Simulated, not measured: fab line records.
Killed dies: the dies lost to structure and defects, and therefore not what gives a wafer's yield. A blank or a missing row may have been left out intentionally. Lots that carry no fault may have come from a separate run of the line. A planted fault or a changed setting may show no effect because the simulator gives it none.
fab line records | flow n5Finfet
record lots=24 wafers=72 lastDay=17
route steps=1938 shown SD_EPI_P@329 ILD0@338 HKMG_FIN@386
lots untouched by any fault: they come from a run of this same line in which no faults occurred
startH: the number of hours between the record's first day and the start of the first shown wafer of the lot | waitH: time in hours since the lot's previous step | " identical to the entry in the row above | L1.1+2: a row that stands for several wafers | - either no value or no given start | * or withheld: withheld | < > ~ a bound
route shown NAME@n: names a module that has steps shown in the file, with the first one's number in the route | usual: mean/standard deviation taken from wafers without a fault | same: alike in all rows | chamber/n: place in a boat | sites: the reading at each site | _std_site: standard deviation across them | _edge_site: mean of outer sites minus mean of inner sites | radiusMm: for every site, how far away it sits from the centre of the wafer | mask NAME#n: copy n | behind: the last tool/chamber to shape the wafer | hold: the reason the lot was held/the length of the hold in hours/how it ended | device: transistor that didn't switch, given as n, p or np | end of line: at the end of the route, the tests of the same wafers | for a step that has no rows: nothing shown but its recipe | killed: the dies lost at the first sort to structure and to defects; this is not the yield of the wafer | map: a wafer's dies, marking killed ones x, the rest . and places with no die _
set.NAME: the setting that was run; set.NAME@STEP: the one run at that earlier step | model.NAME: the simulator's own value behind a step, which no gauge read
route steps across a sampled set of lots; one table per step, one row per wafer
services: the hour from which a tool's chamber was out of use, counted from the record's first day as startH (under 0 if before that day), plus the number of hours and why
## steps
# step N5_SD_EPI_P_INSPECT_26
# recipe inspectInstrument=darkfield mode=postEpi
# usual rawDefectCount=167/36
# columns lot.wafer tool chamber startH waitH rawDefectCount
L074.2 defectInspect-01 - 55.93 0.0 147
L074.4 " - " " 121
L074.6 " - " " 145
L075.2 defectInspect-02 - 62.44 0.0 198
L075.5 " - " " 229
L075.6 " - " " 194
L076.3 defectInspect-01 - 69.11 0.0 157
L076.4 " - " " 145
L076.5 " - " " 216
L077.1 defectInspect-01 - 75.90 0.0 156
L077.2 " - " " 168
L077.5 " - " " 174
L078.1 defectInspect-02 - 80.59 0.0 147
L078.4 " - " " 243
L078.6 " - " " 170
L079.2 defectInspect-02 - 86.97 0.0 175
L079.4 " - " " 156
L079.6 " - " " 191
L080.2 defectInspect-02 - 92.59 0.0 183
L080.4 " - " " 149
L080.5 " - " " 182
L081.4 defectInspect-02 - 99.45 0.0 191
L081.5 " - " " 203
L081.6 " - " " 210
L082.3 defectInspect-01 - 109.87 0.0 201
L082.5 " - " " 192
L082.6 " - " " 198
L083.3 defectInspect-02 - 113.60 0.0 145
L083.4 " - " " 116
L083.6 " - " " 170
L084.1 defectInspect-01 - 120.29 0.0 115
L084.3 " - " " 98
L084.4 " - " " 144
L085.2 defectInspect-02 - 125.11 0.0 159
L085.3 " - " " 166
L085.6 " - " " 146
L086.2 defectInspect-01 - 131.63 0.0 234
L086.3 " - " " 196
L086.6 " - " " 210
L087.2 defectInspect-02 - 138.50 0.0 134
L087.4 " - " " 120
L087.6 " - " " 137
L088.2 defectInspect-01 - 143.13 0.0 176
L088.4 " - " " 202
L088.6 " - " " 164
L089.1 defectInspect-01 - 149.43 0.0 174
L089.4 " - " " 166
L089.6 " - " " 159
L090.2 defectInspect-02 - 154.21 0.0 151
L090.4 " - " " 130
L090.6 " - " " 150
L091.3 defectInspect-02 - 159.49 0.0 155
L091.4 " - " " 222
L091.6 " - " " 138
L092.1 defectInspect-02 - 166.13 0.0 191
L092.3 " - " " 142
L092.4 " - " " 153
L093.4 defectInspect-02 - 171.83 0.0 243
L093.5 " - " " 208
L093.6 " - " " 176
L094.1 defectInspect-02 - 177.22 0.0 270
L094.4 " - " " 161
L094.6 " - " " 123
L095.2 defectInspect-02 - 183.81 0.0 152
L095.5 " - " " 150
L095.6 " - " " 186
L096.2 defectInspect-02 - 190.31 0.0 181
L096.4 " - " " 121
L096.5 " - " " 150
L097.2 defectInspect-02 - 195.55 0.0 123
L097.5 " - " " 155
L097.6 " - " " 174
# step N5_ILD0_CMP_03
# recipe stopOn=SiNx tOverpolishS=1.9 postCmpClean=alkalineBrush downForcePsi=4.1491 platenRpm=51.796 padVelocityMS=1.0306 targetThkNm=197.38
# usual motorCurrentA=12.2/0.76 overpolishRunS=1.900/0.0093 slurryFilterDpKPa=13.49/0.14 timeToEndpointS=69/5
# columns lot.wafer tool chamber startH waitH motorCurrentA overpolishRunS slurryFilterDpKPa timeToEndpointS
L074.4 cmp-04 2 59.28 0.1 13.2 1.898 13.68 67
L074.2 " 3 " " 12.6 1.892 13.35 72
L074.6 " 2 " " 13.1 1.898 13.54 66
L075.2 cmp-04 1 65.63 0.0 12.5 1.915 13.25 61
L075.5 " 1 " " 12.6 1.891 13.58 64
L075.6 " 2 " " 13.2 1.896 13.54 65
L076.3 cmp-01 3 72.49 0.1 10.6 1.909 13.54 69
L076.4 " 0 " " 12.2 1.884 13.41 75
L076.5 " 1 " " 12.9 1.900 13.54 72
L077.2 cmp-02 3 79.10 0.1 12.1 1.895 13.50 66
L077.1 " 0 " " 10.8 1.891 13.02 66
L077.5 " 2 " " 13.0 1.885 13.33 76
L078.4 cmp-04 3 83.79 0.1 13.2 1.904 13.39 72
L078.1 " 0 " " 11.9 1.896 13.61 73
L078.6 " 2 " " 12.8 1.899 13.55 64
L079.4 cmp-01 3 90.14 0.0 11.5 1.908 13.71 73
L079.2 " 2 " " 12.5 1.917 13.31 80
L079.6 " 3 " " 10.9 1.894 13.23 73
L080.4 cmp-01 0 95.77 0.0 12.0 1.889 13.49 73
L080.2 " 2 " " 12.7 1.904 13.45 75
L080.5 " 1 " " 13.0 1.902 13.66 69
L081.4 cmp-01 2 102.73 0.1 11.8 1.905 13.59 78
L081.5 " 3 " " 10.9 1.904 13.37 70
L081.6 " 0 " " 12.7 1.886 13.33 75
L082.3 cmp-02 2 113.11 0.1 13.1 1.893 13.49 69
L082.5 " 0 " " 10.8 1.903 13.41 60
L082.6 " 1 " " 11.7 1.906 13.35 61
L083.3 cmp-02 1 119.00 0.1 12.3 1.901 13.51 68
L083.4 " 3 " " 12.0 1.889 13.65 68
L083.6 " 0 " " 10.6 1.901 13.46 67
L084.3 cmp-02 0 126.57 0.1 11.1 1.895 13.62 62
L084.4 " 1 " " 11.6 1.913 13.47 63
L084.1 " 2 " " 12.3 1.915 13.72 67
L085.3 cmp-01 0 130.68 0.0 11.9 1.899 13.40 74
L085.2 " 1 " " 12.8 1.905 13.45 66
L085.6 " 0 " " 12.0 1.895 13.34 69
L086.3 cmp-04 1 135.61 0.1 11.9 1.892 13.60 65
L086.2 " 2 " " 12.7 1.889 13.29 69
L086.6 " 0 " " 12.7 1.902 13.78 74
L087.4 cmp-02 3 141.70 0.1 12.3 1.898 13.35 71
L087.2 " 0 " " 10.8 1.882 13.49 69
L087.6 " 3 " " 12.2 1.897 13.38 70
L088.4 cmp-02 2 146.63 0.1 13.1 1.937 13.43 75
L088.2 " 3 " " 12.0 1.903 13.20 69
L088.6 " 2 " " 12.1 1.902 13.59 77
L089.1 cmp-01 1 152.65 0.1 12.7 1.885 13.22 64
L089.4 " 3 " " 11.3 1.905 13.37 62
L089.6 " 1 " " 12.5 1.907 13.50 65
L090.4 cmp-04 0 157.55 0.1 12.5 1.879 13.53 73
L090.2 " 2 " " 13.2 1.903 13.72 70
L090.6 " 3 " " 13.7 1.908 13.50 79
L091.3 cmp-01 1 163.38 0.0 13.1 1.901 13.33 62
L091.4 " 2 " " 12.6 1.893 13.19 68
L091.6 " 1 " " 12.3 1.903 13.46 64
L092.1 cmp-01 2 169.33 0.0 12.2 1.904 13.49 74
L092.4 " 3 " " 11.2 1.888 13.57 67
L092.3 " 1 " " 13.3 1.892 13.52 67
L093.4 cmp-01 2 175.12 0.2 12.4 1.898 13.36 76
L093.5 " 3 " " 10.9 1.906 13.69 68
L093.6 " 0 " " 12.4 1.898 13.41 71
L094.1 cmp-01 3 180.66 0.1 11.3 1.903 13.48 67
L094.4 " 0 " " 12.3 1.901 13.85 72
L094.6 " 3 " " 11.3 1.909 13.47 64
L095.2 cmp-04 0 187.44 0.1 12.5 1.897 13.55 73
L095.6 " 3 " " 12.7 1.913 13.60 76
L095.5 " 0 " " 12.8 1.899 13.52 76
L096.4 cmp-02 1 194.19 0.0 11.3 1.888 13.28 61
L096.2 " 0 " " 10.6 1.901 13.52 64
L096.5 " 2 " " 13.2 1.895 13.76 74
L097.2 cmp-04 1 199.30 0.1 12.2 1.904 13.53 68
L097.6 " 0 " " 12.7 1.900 13.67 75
L097.5 " 1 " " 12.2 1.905 13.33 69
# step N5_ILD0_THK_MEAS_08
# usual thkNm=138.5/1.4
# columns lot.wafer tool chamber startH waitH thkNm
L074.2 filmMetro-01 - 59.90 - 139.2
L074.4 " - " " 141.4
L074.6 " - " " 140.6
L075.2 filmMetro-02 - 66.25 - 139.2
L075.5 " - " " 138.8
L075.6 " - " " 139.6
L076.3 filmMetro-01 - 73.03 - 137.1
L076.4 " - " " 139.3
L076.5 " - " " 137.8
L077.1 filmMetro-02 - 79.68 - 141.5
L077.2 " - " " 137.7
L077.5 " - " " 137.9
L078.1 filmMetro-02 - 84.38 - 137.4
L078.4 " - " " 138.4
L078.6 " - " " 137.7
L079.2 filmMetro-01 - 90.76 - 137.9
L079.4 " - " " 137.4
L079.6 " - " " 136.7
L080.2 filmMetro-02 - 96.38 - 138.3
L080.4 " - " " 140.7
L080.5 " - " " 138.4
L081.4 filmMetro-01 - 103.23 - 137.1
L081.5 " - " " 134.4
L081.6 " - " " 136.9
L082.3 filmMetro-02 - 113.65 - 139.2
L082.5 " - " " 138.6
L082.6 " - " " 140.5
L083.3 filmMetro-02 - 119.58 - 140.4
L083.4 " - " " 138.2
L083.6 " - " " 139.0
L084.1 filmMetro-01 - 127.15 - 137.7
L084.3 " - " " 140.3
L084.4 " - " " 139.8
L085.2 filmMetro-01 - 131.30 - 140.2
L085.3 " - " " 138.1
L085.6 " - " " 137.0
L086.2 filmMetro-01 - 136.19 - 137.7
L086.3 " - " " 137.9
L086.6 " - " " 136.3
L087.2 filmMetro-02 - 142.28 - 138.3
L087.4 " - " " 140.7
L087.6 " - " " 138.5
L088.2 filmMetro-01 - 147.21 - 139.7
L088.4 " - " " 138.5
L088.6 " - " " 137.8
L089.1 filmMetro-01 - 153.23 - 138.8
L089.4 " - " " 139.6
L089.6 " - " " 138.0
L090.2 filmMetro-01 - 158.13 - 138.0
L090.4 " - " " 139.8
L090.6 " - " " 139.5
L091.3 filmMetro-02 - 164.00 - 140.2
L091.4 " - " " 138.4
L091.6 " - " " 138.7
L092.1 filmMetro-01 - 169.96 - 140.0
L092.3 " - " " 138.1
L092.4 " - " " 137.5
L093.4 filmMetro-01 - 175.63 - 140.3
L093.5 " - " " 137.1
L093.6 " - " " 139.3
L094.1 filmMetro-01 - 181.24 - 136.6
L094.4 " - " " 139.9
L094.6 " - " " 137.6
L095.2 filmMetro-01 - 188.02 - 135.8
L095.5 " - " " 140.1
L095.6 " - " " 138.4
L096.2 filmMetro-02 - 194.81 - 140.3
L096.4 " - " " 138.3
L096.5 " - " " 138.6
L097.2 filmMetro-02 - 199.89 - 137.8
L097.5 " - " " 139.2
L097.6 " - " " 137.9
# step N5_ILD0_ALD_15
# recipe material=SiNx targetThkA=240 tempC=400 aldPrecursorFamily=SiH2I2 aldCoReactant=N2/H2-plasma pulseTimeS=1 aldCycles=480 purgeTimeS=2 coReactantPurgeTimeS=2 pressureTorr=2
# usual heaterPowerW=846/96 precursorPulseHeightRel=0.998/0.02
# same pulseTimeS=1
# columns lot.wafer tool chamber startH waitH heaterPowerW precursorPulseHeightRel
L074.2 aldSin-02 0 60.62 0.5 848 0.976
L074.4 " 3 " " 763 1.016
L074.6 " 1 61.71 1.1 988 0.967
L075.2 aldSin-02 0 66.97 0.5 833 0.983
L075.5 " 2 68.06 1.2 836 0.966
L075.6 " 3 " " 783 1.030
L076.3 aldSin-01 0 73.75 0.4 912 0.993
L076.4 " 0 74.84 1.3 879 1.003
L076.5 " 1 " " 940 0.995
L077.1 aldSin-02 1 80.40 0.6 1001 1.019
L077.2 " 3 " " 798 1.023
L077.5 " 0 81.48 1.2 843 0.957
L078.1 aldSin-03 2 85.29 0.8 798 1.009
L078.4 " 1 86.37 1.5 907 0.998
L078.6 " 0 " " 702 0.990
L079.2 aldSin-03 1 91.48 0.5 874 1.001
L079.4 " 2 92.57 1.3 761 0.974
L079.6 " 1 " " 902 1.020
L080.2 aldSin-02 2 97.12 0.5 817 1.014
L080.4 " 0 " " 811 0.986
L080.5 " 3 98.20 1.2 786 1.040
L081.4 aldSin-01 2 105.04 1.3 644 0.965
L081.5 " 1 " " 967 0.991
L081.6 " 0 " " 895 1.002
L082.3 aldSin-03 2 114.37 0.4 766 1.009
L082.5 " 3 115.45 1.2 869 0.977
L082.6 " 2 " " 764 1.037
L083.3 aldSin-02 2 120.30 0.4 801 0.979
L083.4 " 0 " " 822 0.986
L083.6 " 3 121.39 1.1 802 0.997
L084.1 aldSin-03 1 127.86 0.6 884 0.988
L084.3 " 3 " " 870 1.046
L084.4 " 2 " " 770 0.991
L085.2 aldSin-01 2 132.12 0.6 650 1.021
L085.3 " 0 " " 904 0.972
L085.6 " 1 133.20 1.2 947 1.022
L086.2 aldSin-02 2 136.91 0.5 837 1.008
L086.3 " 1 " " 1017 1.002
L086.6 " 2 138.00 1.1 812 0.991
L087.2 aldSin-03 1 143.05 0.5 916 1.013
L087.4 " 0 " " 712 0.990
L087.6 " 2 144.13 1.2 769 1.000
L088.2 aldSin-03 1 147.93 0.5 888 0.998
L088.4 " 0 " " 710 1.010
L088.6 " 1 149.01 1.1 911 1.006
L089.1 aldSin-03 0 154.04 0.7 702 0.998
L089.4 " 2 " " 753 0.979
L089.6 " 3 155.12 1.2 889 1.008
L090.2 aldSin-02 3 158.84 0.5 778 0.990
L090.4 " 2 " " 815 0.981
L090.6 " 1 159.93 1.1 1030 0.965
L091.3 aldSin-03 2 164.72 0.4 755 1.018
L091.4 " 0 " " 702 0.991
L091.6 " 2 165.80 1.1 762 1.002
L092.1 aldSin-02 2 170.89 0.8 821 1.046
L092.3 " 3 " " 781 1.000
L092.4 " 1 " " 999 1.003
L093.4 aldSin-01 2 176.68 0.4 641 1.026
L093.5 " 1 177.77 1.4 963 1.023
L093.6 " 0 " " 920 1.008
L094.1 aldSin-02 2 182.41 1.0 819 0.986
L094.4 " 1 " " 984 1.024
L094.6 " 3 183.50 1.3 783 1.003
L095.2 aldSin-02 3 189.64 1.4 788 0.974
L095.5 " 1 190.72 2.1 1017 1.008
L095.6 " 0 " " 832 0.991
L096.2 aldSin-01 0 195.53 0.5 879 1.022
L096.4 " 3 " " 939 0.989
L096.5 " 0 196.61 1.2 857 1.007
L097.2 aldSin-01 3 200.65 0.5 932 1.019
L097.5 " 3 201.73 1.3 904 1.008
L097.6 " 0 " " 889 0.981
# step N5_ILD0_THK_MEAS_13
# usual thkNm=16.9/1.5
# columns lot.wafer tool chamber startH waitH thkNm
L074.2 filmMetro-01 - 63.19 - 17.6
L074.4 " - " " 15.9
L074.6 " - " " 17.2
L075.2 filmMetro-02 - 69.47 - 19.8
L075.5 " - " " 16.8
L075.6 " - " " 19.9
L076.3 filmMetro-02 - 76.25 - 14.9
L076.4 " - " " 13.5
L076.5 " - " " 13.7
L077.1 filmMetro-02 - 82.89 - 18.1
L077.2 " - " " 13.7
L077.5 " - " " 16.7
L078.1 filmMetro-02 - 87.78 - 15.8
L078.4 " - " " 18.3
L078.6 " - " " 16.6
L079.2 filmMetro-01 - 93.98 - 17.5
L079.4 " - " " 16.9
L079.6 " - " " 15.4
L080.2 filmMetro-02 - 99.63 - 17.5
L080.4 " - " " 15.3
L080.5 " - " " 17.4
L081.4 filmMetro-01 - 106.45 - 18.8
L081.5 " - " " 14.4
L081.6 " - " " 18.3
L082.3 filmMetro-01 - 116.86 - 16.9
L082.5 " - " " 16.6
L082.6 " - " " 19.3
L083.3 filmMetro-02 - 122.85 - 18.6
L083.4 " - " " 16.5
L083.6 " - " " 18.0
L084.1 filmMetro-02 - 130.36 - 17.0
L084.3 " - " " 19.6
L084.4 " - " " 16.7
L085.2 filmMetro-02 - 134.61 - 15.8
L085.3 " - " " 18.7
L085.6 " - " " 14.5
L086.2 filmMetro-02 - 139.40 - 18.6
L086.3 " - " " 16.5
L086.6 " - " " 17.5
L087.2 filmMetro-01 - 145.54 - 15.5
L087.4 " - " " 15.7
L087.6 " - " " 18.8
L088.2 filmMetro-02 - 150.42 - 18.0
L088.4 " - " " 16.3
L088.6 " - " " 16.0
L089.1 filmMetro-01 - 156.53 - 15.3
L089.4 " - " " 16.1
L089.6 " - " " 16.3
L090.2 filmMetro-02 - 161.34 - 17.6
L090.4 " - " " 16.8
L090.6 " - " " 17.2
L091.3 filmMetro-01 - 167.21 - 18.1
L091.4 " - " " 16.1
L091.6 " - " " 18.2
L092.1 filmMetro-02 - 173.39 - 16.1
L092.3 " - " " 17.7
L092.4 " - " " 16.1
L093.4 filmMetro-02 - 179.18 - 15.8
L093.5 " - " " 17.2
L093.6 " - " " 16.2
L094.1 filmMetro-01 - 184.91 - 15.4
L094.4 " - " " 16.6
L094.6 " - " " 16.4
L095.2 filmMetro-02 - 192.13 - 17.3
L095.5 " - " " 15.8
L095.6 " - " " 14.8
L096.2 filmMetro-02 - 198.02 - 15.5
L096.4 " - " " 16.4
L096.5 " - " " 18.0
L097.2 filmMetro-02 - 203.14 - 17.3
L097.5 " - " " 15.5
L097.6 " - " " 17.1
# step N5_HKMG_FIN_HK_ALD_01
# recipe material=HfO2 targetThkA=16 tempC=withheld aldPrecursorFamily=HfCl4 aldCoReactant=H2O pulseTimeS=3 purgeTimeS=3 coReactantPurgeTimeS=2.5 coReactantPulseTimeS=0.3 aldCycles=30
# usual precursorPulseHeightRel=1.000/0.02
# same pulseTimeS=3
# columns lot.wafer tool chamber startH waitH precursorPulseHeightRel
L074.2 aldHk-01 3 71.30 0.0 1.022
L074.4 " 1 " " 1.004
L074.6 " 1 " " 0.994
L075.2 aldHk-01 2 74.51 0.0 1.010
L075.5 " 1 " " 0.991
L075.6 " 2 " " 0.988
L076.3 aldHk-02 3 81.73 0.0 1.028
L076.4 " 2 " " 0.992
L076.5 " 0 " " 0.996
L077.1 aldHk-02 3 87.97 0.0 0.988
L077.2 " 2 " " 1.019
L077.5 " 0 " " 0.988
L078.1 aldHk-01 0 93.36 0.0 0.971
L078.4 " 1 " " 1.018
L078.6 " 3 " " 1.000
L079.2 aldHk-01 2 99.02 0.0 1.014
L079.4 " 0 " " 1.010
L079.6 " 0 " " 1.011
L080.2 aldHk-03 0 104.56 0.0 0.999
L080.4 " 3 " " 0.974
L080.5 " 2 " " 1.002
L081.4 aldHk-02 3 111.50 0.0 1.013
L081.5 " 3 " " 1.005
L081.6 " 2 " " 1.023
L082.3 aldHk-01 0 122.25 0.0 1.008
L082.5 " 0 " " 0.970
L082.6 " 3 " " 1.003
L083.3 aldHk-03 1 128.33 0.0 1.021
L083.4 " 2 " " 1.026
L083.6 " 0 " " 0.973
L084.1 aldHk-02 0 135.27 0.0 1.011
L084.3 " 1 " " 1.022
L084.4 " 2 " " 1.013
L085.2 aldHk-03 0 139.77 0.0 0.988
L085.3 " 3 " " 1.006
L085.6 " 0 " " 0.986
L086.2 aldHk-03 0 145.30 0.0 0.966
L086.3 " 3 " " 0.954
L086.6 " 0 " " 0.972
L087.2 aldHk-02 0 150.83 0.0 0.998
L087.4 " 3 " " 0.995
L087.6 " 3 " " 1.017
L088.2 aldHk-03 0 155.49 0.0 1.002
L088.4 " 2 " " 0.963
L088.6 " 3 " " 0.988
L089.1 aldHk-01 3 162.32 0.0 0.977
L089.4 " 2 " " 1.047
L089.6 " 0 " " 1.014
L090.2 aldHk-01 2 166.84 0.0 0.991
L090.4 " 0 " " 1.010
L090.6 " 1 " " 0.995
L091.3 aldHk-03 0 172.46 0.0 1.033
L091.4 " 3 " " 1.016
L091.6 " 0 " " 1.009
L092.1 aldHk-01 2 178.46 0.0 1.030
L092.3 " 1 " " 1.008
L092.4 " 3 " " 0.965
L093.4 aldHk-01 3 184.63 0.1 0.993
L093.5 " 2 " " 1.024
L093.6 " 3 " " 1.000
L094.1 aldHk-03 0 190.66 0.0 0.956
L094.4 " 1 " " 0.995
L094.6 " 3 " " 0.997
L095.2 aldHk-01 3 197.48 0.0 1.012
L095.5 " 0 " " 0.999
L095.6 " 3 " " 0.984
L096.2 aldHk-01 3 203.14 0.0 0.984
L096.4 " 2 " " 0.993
L096.5 " 0 " " 0.978
L097.2 aldHk-02 0 208.67 0.0 1.017
L097.5 " 0 " " 0.986
L097.6 " 3 " " 0.990
## services
# columns tool chamber startH hours kind
aldSin-03 0 38.40 13.5 repair
cmp-02 - 43.26 4.0 pm
cmp-02 - 47.26 - consumableReplace:conditioner
cmp-02 - 47.26 - consumableReplace:pad
cmp-01 - 57.89 1.5 repair
cmp-04 - 81.89 0.6 repair
aldSin-03 3 83.03 11.2 repair
cmp-01 - 98.54 0.8 repair
aldHk-02 - 107.71 2.8 pm
cmp-01 - 121.20 4.0 pm
cmp-04 - 123.04 2.1 repair
cmp-01 - 125.20 - consumableReplace:conditioner
cmp-01 - 125.20 - consumableReplace:pad
aldSin-02 - 127.09 6.1 pm
aldHk-01 - 129.19 0.5 repair
aldHk-03 - 129.62 1.4 repair
cmp-02 - 130.62 2.9 repair
cmp-01 - 133.53 1.5 repair
cmp-02 - 153.46 31.7 pm
aldHk-01 - 171.83 6.0 pm
aldSin-03 1 175.80 1.8 repair
aldSin-01 - 178.85 14.0 pm
aldSin-01 2 199.28 16.2 repair
cmp-02 - 207.54 0.9 repair
## key
fault none
